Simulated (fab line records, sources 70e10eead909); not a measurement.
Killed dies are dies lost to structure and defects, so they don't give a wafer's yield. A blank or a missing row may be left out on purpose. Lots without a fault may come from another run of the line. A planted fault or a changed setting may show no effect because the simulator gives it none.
One fault seen from 2 desks | flow nand_harc | each desk has only its own numbers; what lay behind them comes last

THE METROLOGY DESK
What the gauges read, lot by lot, whatever tool the lot ran on: means of the sampled wafers that have a number. A lot is out of limits, marked OUT, if its mean lies more than 4 standard deviations from the usual mean; the brackets give that distance.
Columns: A = overlay_x_nm at NHARC_A_M1_OVL_MEAS_10, usual 0.1 nm; B = overlay_y_nm at NHARC_A_M1_OVL_MEAS_10, usual -0.1 nm
lot  | first seen here | A    | B
L804 | day 22 18:41    | 1.1  | -0.5
L805 | day 23 14:32    | -0.6 | -1.3
L808 | day 24 06:11    | -0.1 | 0.8
L810 | day 25 17:17    | 0.0  | 0.5
L818 | day 28 18:08    | 0.8  | -0.6
L819 | day 29 01:13    | 0.6  | 0.7
L820 | day 29 03:41    | -0.3 | 0.7
L823 | day 30 02:40    | -1.6 | -0.1
L821 | day 30 04:21    | -0.2 | 0.0
L822 | day 30 10:21    | 0.3  | -0.7
L824 | day 31 07:05    | 0.7  | -0.9
L825 | day 31 20:47    | -0.9 | -0.2
L826 | day 32 00:48    | 0.7  | -1.6
This desk's finding: nothing out of limits on any of the 13 lots.

THE TOOL OWNER'S DESK: rie_diel-12
The tool's own readings at NHARC_A_M1_ETCH_35 (etches the open film in N2/H2, target depth 40 nm, overetch 12 nm, time 43.94 s): means of the sampled wafers that have a number, for each lot that ran on this tool. A lot is out of limits, marked OUT, if its mean lies more than 4 standard deviations from the usual mean; the brackets give that distance.
Columns: A = drypump_motor_current_A at NHARC_A_M1_ETCH_35, usual 5.9 A; B = oes_product_au at NHARC_A_M1_ETCH_35, usual 1.000 a.u.; C = rf_vpp_V at NHARC_A_M1_ETCH_35, usual 430.2 V; D = run_length_s at NHARC_A_M1_ETCH_35, usual 65.4 s; E = showerhead_plenum_p_Torr at NHARC_A_M1_ETCH_35, usual 2.03 Torr; F = throttle_valve_pct at NHARC_A_M1_ETCH_35, usual 14.172 %
lot  | first seen here | A   | B     | C     | D               | E    | F
L804 | day 22 18:52    | 6.1 | 0.997 | 431.6 | 65.5            | 2.06 | 14.171
L805 | day 23 14:44    | 6.1 | 1.004 | 427.1 | 65.8            | 1.92 | 14.176
L808 | day 24 06:22    | 6.1 | 1.003 | 430.8 | 61.3 (-9.0) OUT | 2.06 | 14.164
L818 | day 28 18:20    | 6.1 | 0.993 | 433.1 | 65.5            | 2.14 | 14.169
L819 | day 29 01:25    | 6.1 | 0.997 | 431.8 | 65.2            | 2.09 | 14.169
L823 | day 30 02:51    | 6.1 | 0.998 | 430.0 | 65.1            | 2.04 | 14.173
L821 | day 30 04:32    | 6.1 | 1.004 | 429.3 | 65.9            | 2.02 | 14.176
L824 | day 31 07:16    | 6.2 | 1.002 | 428.1 | 65.4            | 1.99 | 14.167
L825 | day 31 20:59    | 6.1 | 0.998 | 432.9 | 65.2            | 2.12 | 14.173
L826 | day 32 00:59    | 6.1 | 1.000 | 430.0 | 65.5            | 2.04 | 14.164
This desk's finding: out of limits on L808; first on L808, day 24 06:22 (run_length_s at NHARC_A_M1_ETCH_35). In limits: L804, L805, L818, L819, L823, L821, L824, L825, L826.

PUT TOGETHER
The tool owner's desk could have raised an alarm at day 24 06:22, on L808.
The metrology desk saw nothing out of limits.
The metrology desk has L808 on record, within its limits.
Of the lots named, all ran NHARC_A_M1_ETCH_35 on rie_diel-12.

WHAT THE SIMULATOR HAD PUT IN
Process parameter drift: rie_diel-12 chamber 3, from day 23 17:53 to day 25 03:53, at NHARC_A_M1_ETCH_35. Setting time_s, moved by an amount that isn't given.
Lots struck among those shown: L808.
Hours from the fault's start to each desk's first reading out of limits: the tool owner's desk, 12.
